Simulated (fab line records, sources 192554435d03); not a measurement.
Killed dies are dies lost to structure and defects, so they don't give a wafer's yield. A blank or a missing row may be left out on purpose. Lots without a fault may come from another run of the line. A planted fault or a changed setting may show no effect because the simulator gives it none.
A struck lot beside a sound one | flow n5_finfet | 23 steps out of a route of 1938
Sound: wafers L964.3, L964.4, L964.6. Struck: wafer L974.6. (L974.3, L974.5 of the same lot were not struck and are left out.) The cause comes at the end.
At each step with rows: each side's tool, then ch and its chambers, then its first start. Under that, the readings that differ: sound wafers | struck wafers | difference of the means | sigmas: that difference in standard deviations of wafers without a fault.
alike: readings whose means differ by less than 2 such deviations, and words and numbers that are the same on both sides. not compared: withheld readings, readings that some wafer has no value for, bounds like >300 that may hide the same value, and numbers for which the record gives no deviation and whose values overlap.
The two part at a step that has a row with sigmas, a row that says differs or no value, or rows on one side only. Numbers that don't overlap but have no deviation are shown without sigmas and don't part them. A reading that every wafer of one side lacks parts them only if that side has two wafers or more.

first, 1 step without rows for these wafers: N5_BEOL_M8_ILD_DEP_00 (deposits SiCOH lowk from DEMS/porogen, target thk 179.75 nm, time 33.4 s).
N5_BEOL_M8_CURE_74: cures SiCOH lowk, time 240 s.
  sound on uv_cure-02 ch 1, day 12 12:22; struck on uv_cure-02 ch 2, day 15 01:22
  alike: lamp_power_pct, wafer_temp_C_max
N5_BEOL_M8_THK_MEAS_01:
  sound on film_metro-01, day 12 12:43; struck on film_metro-02, day 15 01:43
  alike: M8_ILD_THK
then, 1 step without rows for these wafers: N5_BEOL_M8_PECVD_70 (deposits SiO2 from TEOS/O2, target thk 20 nm, time 22.7 s).
N5_BEOL_M8_HM_DEP_02: deposits TiN, target thk 20 nm.
  sound on pvd_sputter-03, day 12 13:18; struck on pvd_sputter-03, day 15 03:15
  alike: throttle_valve_pct
then, 7 steps without rows for these wafers: N5_BEOL_M8_COAT_59 (time 60 s, resist thk 100 nm); N5_BEOL_M8_COAT_60 (time 60 s, resist thk 35 nm); N5_BEOL_M8_COAT_05 (resist thk 90 nm); N5_BEOL_M8_EBR_07; N5_BEOL_M8_SOFTBAKE_06 (time 60 s); N5_BEOL_M8_EXPOSE_08 (exposes mask M8); N5_BEOL_M8_PEB_09 (peb time 60 s).
N5_BEOL_M8_DEVELOP_10: develop time 30 s.
  sound on litho_track-02 ch 0, day 12 13:37; struck on litho_track-05 ch 0, day 15 03:41
  reading                | sound             | struck | difference | sigmas
  chill_plate_temp_C (C) | 23.04 23.18 23.21 | 22.92  | -0.22      | -2
  alike: exhaust_pa
N5_BEOL_M8_CD_MEAS_11: target cd 38.5 nm.
  sound on cd_sem-02 ch 0, day 12 13:40; struck on cd_sem-03 ch 0, day 15 03:45
  alike: cd_nm
N5_BEOL_M8_OVL_MEAS_12:
  sound on overlay-02 ch 0, day 12 13:42; struck on overlay-01 ch 0, day 15 03:47
  alike: M8_OVL
N5_BEOL_M8_INSPECT_13: inspects for defects (brightfield).
  sound on defect_inspect-01, day 12 13:43; struck on defect_inspect-02, day 15 03:49
  alike: raw_defect_count
then, 1 step without rows for these wafers: N5_BEOL_M8_DESCUM_16 (chemistry O2, time 7.9 s).
N5_BEOL_M8_ETCH_61: etches SiARC in CF4, target depth 45.5 nm, time 75.8 s.
  sound on rie_diel-04 ch 0,2, day 12 13:47; struck on rie_diel-02 ch 3, day 15 03:53
  reading                         | sound          | struck | difference | sigmas
  etch_rf_on_time_s (s)           | 74.2 74.1 74.7 | 77.3   | +3.0       | +3
  model.BEOL_M8.cd_offset_nm (nm) | -0.6 -0.2 -0.6 | 0.8    | +1.3       |
  alike: drypump_motor_current_A, mfc_ar_sccm, oes_product_au, rf_vpp_V, showerhead_plenum_p_Torr, throttle_valve_pct
  not compared: rf_hours_counter_h
N5_BEOL_M8_ETCH_62: etches SOC in N2/H2, target depth 110 nm, overetch 22 nm, time 165 s.
  sound on rie_diel-04 ch 0,2, day 12 13:51; struck on rie_diel-02 ch 3, day 15 03:56
  alike: drypump_motor_current_A, h2_flow_sccm, oes_product_au, rf_vpp_V, showerhead_plenum_p_Torr, throttle_valve_pct
  not compared: rf_hours_counter_h
then, 1 step without rows for these wafers: N5_BEOL_M8_STRIP_68 (strips in N2/H2).
N5_BEOL_M8_STRIP_67: strips in CF4.
  sound on rie_diel-04 ch 0,2, day 12 13:59; struck on rie_diel-02 ch 3, day 15 04:05
  alike: drypump_motor_current_A, oes_product_au, rf_vpp_V, showerhead_plenum_p_Torr, throttle_valve_pct
  not compared: rf_hours_counter_h
N5_BEOL_M8_HM_OPEN_17: chemistry Cl2/BCl3, target TiN, target depth 20 nm, overetch 6 nm.
  sound on rie_metal-03 ch 0,1, day 12 14:04; struck on rie_metal-01 ch 0, day 15 04:11
  reading                         | sound          | struck | difference | sigmas
  model.BEOL_M8.cd_offset_nm (nm) | -0.4 -0.2 -0.4 | 0.6    | +0.9       |
  alike: drypump_motor_current_A, mfc_ar_sccm, oes_product_au, throttle_valve_pct
  not compared: rf_hours_counter_h
N5_BEOL_M8_STRIP_19: strips in O2.
  sound on rie_diel-02 ch 0,2, day 12 14:09; struck on rie_diel-04 ch 1, day 15 04:20
  alike: drypump_motor_current_A, oes_product_au, rf_vpp_V, showerhead_plenum_p_Torr, throttle_valve_pct
  not compared: rf_hours_counter_h

WHERE THEY PART
First at N5_BEOL_M8_DEVELOP_10; last, within this record, at N5_BEOL_M8_ETCH_61. Later steps at which nothing parts them and some readings are alike: N5_BEOL_M8_ETCH_62, N5_BEOL_M8_STRIP_67, N5_BEOL_M8_HM_OPEN_17, N5_BEOL_M8_STRIP_19.

WHY: what the simulator had put in
Process parameter drift: litho_track-05, from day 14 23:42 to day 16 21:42, at N5_BEOL_M8_DEVELOP_10. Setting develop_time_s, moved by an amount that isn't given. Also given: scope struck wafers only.
